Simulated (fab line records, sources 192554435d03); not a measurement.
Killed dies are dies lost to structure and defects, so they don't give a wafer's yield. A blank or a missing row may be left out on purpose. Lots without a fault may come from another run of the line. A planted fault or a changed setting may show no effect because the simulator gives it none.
fab line records | flow n5_finfet
record lots=4 wafers=12 last_day=17
route steps=1938 shown BEOL_M10@1530 BEOL_M11@1536 PASSIVATION@1936
lots that met no fault: from a run of the same line without faults
start_h: hours from the record's first day to the start of the lot's first wafer shown | wait_h: hours since the lot's step before | " the same as in the row above | L1.1+2: a row that stands for several wafers | - no value, or no start given | * or withheld: withheld | < > ~ a bound
route shown NAME@n: a module of which the file shows steps, and the number in the route of the first | usual: mean/standard deviation of fault-free wafers | same: alike in all rows | chamber/n: place in a boat | sites: the reading at each site | _std_site: their standard deviation | _edge_site: outer sites' mean less inner sites' | radius_mm: how far each site lies from the wafer's centre | mask NAME#n: copy n | behind: the tool/chamber that last shaped the wafer | hold: why the lot was held/for how many hours/how that ended | device: the transistor (n, p or np) that didn't switch | end of line: the same wafers' tests at the end of the route | a step without rows: its recipe alone | killed: dies lost to structure and defects at the first sort, not the wafer's yield | map: a wafer's dies, x killed, . not, _ none there
set.NAME: the setting as run; set.NAME@STEP: as run at that earlier step | model.NAME: the simulator's own value behind a step, which no gauge read
lots at some steps of the route; a table a step, a row a wafer
services: from which hour (start_h, from the record's first day; less than 0 if before it) a tool's chamber was out of use, for how many hours, and why
## steps
# step N5_BEOL_M10_CMP_52
# recipe stop_on=SiCOH_lowk t_overpolish_s=7 down_force_psi=1 platen_rpm=50 clearing_platen_down_force_psi=1.5 clearing_platen_rpm=50 post_cmp_clean=cu_alkaline target_thk_nm=140 clearing_platen_pad_velocity_m_s=0.99484 pad_velocity_m_s=0.99484
# step N5_BEOL_M10_PRE_CLEAN_55
# recipe gas=NH3 time_s=15 temp_c=withheld rf_power_w=300
# step N5_BEOL_M10_DEP_56
# recipe material=SiCN target_thk_a=150 temp_c=withheld precursor=3MS/NH3 pressure_torr=3 rf_w=202 time_s=26.5
# step N5_BEOL_M11_ILD_DEP_00
# recipe material=SiCOH_lowk target_thk_a=3085.1 temp_c=300 precursor=DEMS/porogen pressure_torr=5 rf_w=500 time_s=58
# step N5_BEOL_M11_CURE_71
# recipe temp_c=385 time_s=240 ambient=He/Ar material=SiCOH_lowk
# step N5_BEOL_M11_PECVD_70
# recipe material=SiO2 target_thk_a=200 temp_c=400 precursor=TEOS/O2 pressure_torr=5.5 rf_w=450 teos_flow_sccm=53.8 gas=O2 flow_sccm=3000 time_s=22.7
# step N5_BEOL_M11_HM_DEP_02
# recipe material=TiN target_thk_a=200 temp_c=25 chamber_pressure_pa=0.49996
# step N5_BEOL_M11_COAT_59
# recipe resist=SOC temp_c=250 time_s=60 spin_rpm=1500 resist_thk_nm=100
# step N5_BEOL_M11_COAT_60
# recipe resist=SiARC temp_c=220 time_s=60 spin_rpm=1500 resist_thk_nm=30
# usual chill_plate_temp_C=23.02/0.11 spin_speed_rpm=1499.9/1.3
# columns lot.wafer tool chamber start_h wait_h chill_plate_temp_C spin_speed_rpm model.SiARC_of_BEOL_M11_COAT_60.thk_nm
L186.2 litho_track-01 0 226.91 - 22.94 1498.6 30
L186.4 " 0 " " 22.99 1500.5 30
L186.6 " 0 " " 22.93 1499.7 30
L196.2 litho_track-01 0 293.51 - 22.94 1197.7 33.6
L196.5 " 0 " " 22.87 1199.2 33.6
L196.6 " 0 " " 22.84 1195.9 33.6
L197.2 litho_track-01 0 302.16 - 22.82 1198.5 33.6
L197.4 " 0 " " 22.87 1197.6 33.6
L197.5 " 0 " " 22.96 1197.9 33.6
L204.2 litho_track-02 0 349.87 - 22.98 1500.8 30.2
L204.3 " 0 " " 23.11 1500.4 30.2
L204.5 " 0 " " 23.11 1499.7 30.2
# step N5_BEOL_M11_COAT_05
# recipe resist=CAR-ArF spin_rpm=1500 resist_thk_nm=90
# step N5_BEOL_M11_EBR_07
# recipe solvent=PGMEA ebr_width_mm=1.5
# step N5_BEOL_M11_SOFTBAKE_06
# recipe temp_c=110 time_s=60 resist=CAR-ArF
# step N5_BEOL_M11_EXPOSE_08
# recipe mask_id=M11 na=1.35 source_shape=dipole sigma_inner=0.411 sigma_outer=0.611 polarization=te dose_mj=53.75
# step N5_BEOL_M11_PEB_09
# recipe peb_temp_c=withheld peb_time_s=60 resist=CAR-ArF
# step N5_BEOL_M11_DEVELOP_10
# recipe develop_time_s=30 developer=TMAH resist=CAR-ArF rinse_liquid=diw dry=air_spin dev_temp_c=23
# step N5_BEOL_M11_DESCUM_16
# recipe chemistry=O2 time_s=7.9 source_power_w=50 bias_power_w=20 pressure_mtorr=20 rf_frequency_hz=2.712e+07 temp_c=40 resist=CAR-ArF o2_flow_sccm=225
# step N5_BEOL_M11_ETCH_61
# recipe chemistry=CF4 target=SiARC target_depth_a=390 mask_material=CAR-ArF time_s=65 ion_energy_ev=80 pressure_mtorr=40 source_w=545 bias_w=36 Ar_flow_sccm=100 cf4_flow_sccm=100 ends=cleared
# usual drypump_motor_current_A=5.8/0.41 etch_rf_on_time_s=64.4/2.1 oes_product_au=0.68/0.083 rf_vpp_V=184.1/1.1 showerhead_plenum_p_Torr=2.14/0.057 throttle_valve_pct=15.6/0.33
# columns lot.wafer tool chamber start_h wait_h drypump_motor_current_A etch_rf_on_time_s oes_product_au rf_hours_counter_h rf_vpp_V showerhead_plenum_p_Torr throttle_valve_pct model.etch.depth_nm model.CAR-ArF_of_BEOL_M11_COAT_05.thk_nm
L186.2 rie_diel-01 2 227.40 0.0 5.4 63.0 0.73 83 184.8 2.15 15.7 30.02 55
L186.4 " 2 " " 5.4 63.3 0.73 - 184.8 2.15 15.7 29.95 55.4
L186.6 " 1 " " 5.6 63.9 0.82 - 182.1 2.09 15.0 29.93 55.4
L196.2 rie_diel-02 0 294.25 0.0 5.9 68.7 0.79 21 184.4 2.15 15.2 33.67 52
L196.5 " 0 " " 6.0 68.5 0.78 - 186.2 2.15 15.2 33.69 52.2
L196.6 " 3 " " 5.7 72.3 0.57 - 183.4 2.10 16.1 33.62 51.8
L197.2 rie_diel-02 3 302.72 0.0 5.8 72.8 0.57 247 183.3 2.09 16.1 33.55 51.8
L197.4 " 0 " " 5.9 68.4 0.78 24 184.7 2.15 15.2 33.54 51.8
L197.5 " 1 " " 5.7 75.5 0.59 - 183.0 2.06 16.1 33.55 52.2
L204.2 rie_diel-02 3 350.41 0.0 5.8 63.6 0.84 1 183.9 2.09 15.5 30.27 55.6
L204.3 " 1 " " 5.7 67.4 0.58 244 184.3 2.05 16.1 30.26 55.8
L204.5 " 1 " " 5.7 67.3 0.57 - 182.9 2.05 16.1 30.17 55.4
# step N5_BEOL_M11_ETCH_62
# recipe chemistry=N2/H2 target=SOC target_depth_a=1100 overetch_a=220 mask_material=SiARC temp_c=40 time_s=165 ion_energy_ev=200 pressure_mtorr=30 source_w=840 bias_w=150 n2_flow_sccm=200 h2_flow_sccm=200
# usual drypump_motor_current_A=5.8/0.41 oes_product_au=0.67/0.078 rf_vpp_V=524.1/2.2 showerhead_plenum_p_Torr=2.55/0.075 throttle_valve_pct=17.9/0.35
# columns lot.wafer tool chamber start_h wait_h drypump_motor_current_A oes_product_au rf_hours_counter_h rf_vpp_V showerhead_plenum_p_Torr throttle_valve_pct model.SiARC_of_BEOL_M11_COAT_60.thk_nm
L186.2 rie_diel-01 2 227.45 0.0 5.4 0.71 83 526.1 2.59 18.3 23.2
L186.4 " 2 " " 5.4 0.71 - 525.3 2.59 18.3 23
L186.6 " 1 " " 5.6 0.82 - 522.8 2.50 17.5 23.8
L196.2 rie_diel-02 0 294.30 0.0 5.9 0.75 21 526.0 2.61 17.7 26.4
L196.5 " 0 " " 6.0 0.76 - 524.9 2.61 17.7 26.4
L196.6 " 3 " " 5.7 0.57 - 522.5 2.49 18.5 26.8
L197.2 rie_diel-02 3 302.77 0.0 5.7 0.56 247 522.2 2.49 18.4 26.8
L197.4 " 0 " " 5.9 0.75 24 525.7 2.61 17.7 26.2
L197.5 " 1 " " 5.7 0.59 - 520.9 2.40 18.2 27.6
L204.2 rie_diel-02 3 350.46 0.0 5.8 0.83 1 521.8 2.49 17.9 23.4
L204.3 " 1 " " 5.7 0.57 244 520.4 2.39 18.2 24.4
L204.5 " 1 " " 5.7 0.58 - 519.8 2.39 18.2 24.2
# step N5_BEOL_M11_STRIP_68
# recipe chemistry=N2/H2 temp_c=40 n2_flow_sccm=200 h2_flow_sccm=200 rf_frequency_hz=6e+07
# step N5_PASSIVATION_PROBE_49
# usual defect_limited_yield=91.4/1.5 killed_at_M0_to_M3=36/11 killed_at_M4_up=14/6 killed_at_contacts=11/6 killed_at_front_end=37/11 killed_at_other=4/3.4 killed_dies=102/18 killed_on_rim=13/3.5 killed_open=66/13 killed_short=34/7.8 sort_bin_4_leakage=0.00/0.017 sort_bin_5_function=5.0/0.97 sort_bin_6_memory=3.2/0.7 sort_bin_8_speed=0.0/0.38 sort_n_pass=1078/19 sort_yield_pct=91.3/1.6
# same gross_dies=1180 killed_at_back_side=0
# columns lot.wafer tool chamber start_h wait_h defect_limited_yield[%] killed_at_M0_to_M3 killed_at_M4_up killed_at_contacts killed_at_front_end killed_at_other killed_dies killed_on_rim killed_open killed_short sort_bin_4_leakage[%] sort_bin_5_function[%] sort_bin_6_memory[%] sort_bin_8_speed[%] sort_n_pass sort_yield_pct[%]
L186.2 prober-01 - 271.77 0.1 91.3 27 14 10 41 11 103 20 65 37 0 5.3 3.1 0 1077 91.3
L186.4 prober-01 - 271.87 0.2 90.8 39 19 16 31 3 108 12 73 31 0 6.0 3.1 0 1072 90.8
L186.6 prober-01 - 271.97 0.3 92.3 42 16 4 23 6 91 9 55 33 0 4.8 2.5 0 1089 92.3
L197.2 prober-02 - 349.87 0.9 91.9 39 7 2 46 2 96 13 63 32 0 4.8 2.8 0 1084 91.9
L204.2 prober-02 - 397.08 0.1 92.5 24 9 5 41 9 88 12 61 26 0 4.9 2.3 0 1092 92.5
L204.3 prober-02 - 397.13 0.1 90.8 34 18 4 45 7 108 16 71 37 0 5.5 3.1 0 1072 90.8
L204.5 prober-02 - 397.23 0.2 90.4 34 28 12 35 4 113 13 68 42 0 5.8 3.3 0.1 1067 90.4
# killed by level:class
L186.2 FIN_SAQP:geometric_particle:short=10 BEOL_M3:geometric_particle:open=8 DUMMY_GATE:geometric_particle:open=8 BEOL_M4:geometric_particle:open=8 MOL_CONTACT_COAG:geometric_particle:open=7 FIN_SAQP:geometric_particle:open=6 BEOL_M0_SAQP:geometric_particle:short=6 STARTING-WAFER:geometric_particle:short=5
L186.4 MOL_CONTACT_COAG:geometric_particle:open=12 BEOL_M3:geometric_particle:open=12 FIN_SAQP:geometric_particle:open=7 BEOL_M1:geometric_particle:open=7 GATE_CUT:geometric_particle:open=6 GATE_CUT:geometric_particle:short=6 BEOL_M3:geometric_particle:short=5 BEOL_M4:geometric_particle:open=5
L186.6 BEOL_M0_SAQP:geometric_particle:open=11 BEOL_M0_SAQP:geometric_particle:short=9 BEOL_M2:geometric_particle:open=7 FIN_SAQP:geometric_particle:open=6 FIN_SAQP:geometric_particle:short=5 BEOL_M1:geometric_particle:open=5 BEOL_M3:geometric_particle:open=5 BEOL_M4:geometric_particle:open=5
L197.2 BEOL_M1:geometric_particle:open=13 STI_FIN_REVEAL:geometric_particle:open=13 BEOL_M0_SAQP:geometric_particle:open=8 FIN_SAQP:geometric_particle:short=7 FIN_SAQP:geometric_particle:open=5 DUMMY_GATE:geometric_particle:open=5 BEOL_M0_SAQP:geometric_particle:short=5 BEOL_M3:geometric_particle:open=5
L204.2 STI_FIN_REVEAL:geometric_particle:open=15 FIN_SAQP:geometric_particle:open=8 BEOL_M2:geometric_particle:open=7 BEOL_M0_SAQP:geometric_particle:short=5 FIN_SAQP:geometric_particle:short=4 DUMMY_GATE:geometric_particle:open=4 MOL_CONTACT_COAG:geometric_particle:open=4 BEOL_M0_SAQP:geometric_particle:open=4
L204.3 STI_FIN_REVEAL:geometric_particle:open=18 BEOL_M1:geometric_particle:open=12 BEOL_M4:geometric_particle:open=9 FIN_SAQP:geometric_particle:short=7 FIN_SAQP:geometric_particle:open=5 BEOL_M0_SAQP:geometric_particle:short=5 BEOL_M3:geometric_particle:open=5 BEOL_M0_SAQP:geometric_particle:open=4
L204.5 FIN_SAQP:geometric_particle:short=13 BEOL_M4:geometric_particle:open=13 FIN_SAQP:geometric_particle:open=10 MOL_CONTACT_COAG:geometric_particle:open=10 BEOL_M1:geometric_particle:open=8 BEOL_M0_SAQP:geometric_particle:open=6 BEOL_M0_SAQP:geometric_particle:short=5 BEOL_M1:geometric_particle:short=4
## services
# columns tool chamber start_h hours kind
rie_diel-01 3 213.02 48.6 repair
litho_track-02 - 247.64 - consumable_replace:filter
rie_diel-01 3 261.78 - clean
rie_diel-01 3 261.78 - consumable_replace:focus_ring
rie_diel-01 3 261.78 18.0 scheduled_down
rie_diel-01 3 261.78 18.0 vent_cycle
rie_diel-02 1 311.81 7.9 repair
rie_diel-02 3 314.33 6.4 repair
rie_diel-02 3 320.94 - clean
rie_diel-02 3 320.94 - consumable_replace:focus_ring
rie_diel-02 3 320.94 25.9 scheduled_down
rie_diel-02 3 320.94 25.9 vent_cycle
rie_diel-01 2 344.05 3.6 repair
## key
first_sign step=N5_BEOL_M11_COAT_60 reading=spin_speed_rpm direction=down sigmas=99+ usual=* struck=*
effect step=N5_BEOL_M11_ETCH_61 reading=etch_rf_on_time_s direction=up sigmas=3.1 usual=* struck=*
model_effect step=N5_BEOL_M11_COAT_60 value=SiARC_of_BEOL_M11_COAT_60.thk_nm without=30 struck=33.6
model_effect step=N5_BEOL_M11_ETCH_61 value=etch.depth_nm without=30.01 struck=33.6
model_effect step=N5_BEOL_M11_ETCH_62 value=SiARC_of_BEOL_M11_COAT_60.thk_nm without=23.1 struck=26.7
met_at N5_BEOL_M11_COAT_60
struck_wafers L196.2,L196.5,L196.6,L197.2,L197.4,L197.5
onset_between 226.91 293.51
fault kind=process_parameter_drift tool=litho_track-01 chamber=- onset_h=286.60 steps=N5_BEOL_M11_COAT_60 channel=spin_rpm offset=* shape=step end_h=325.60 acts_in=* stated=*
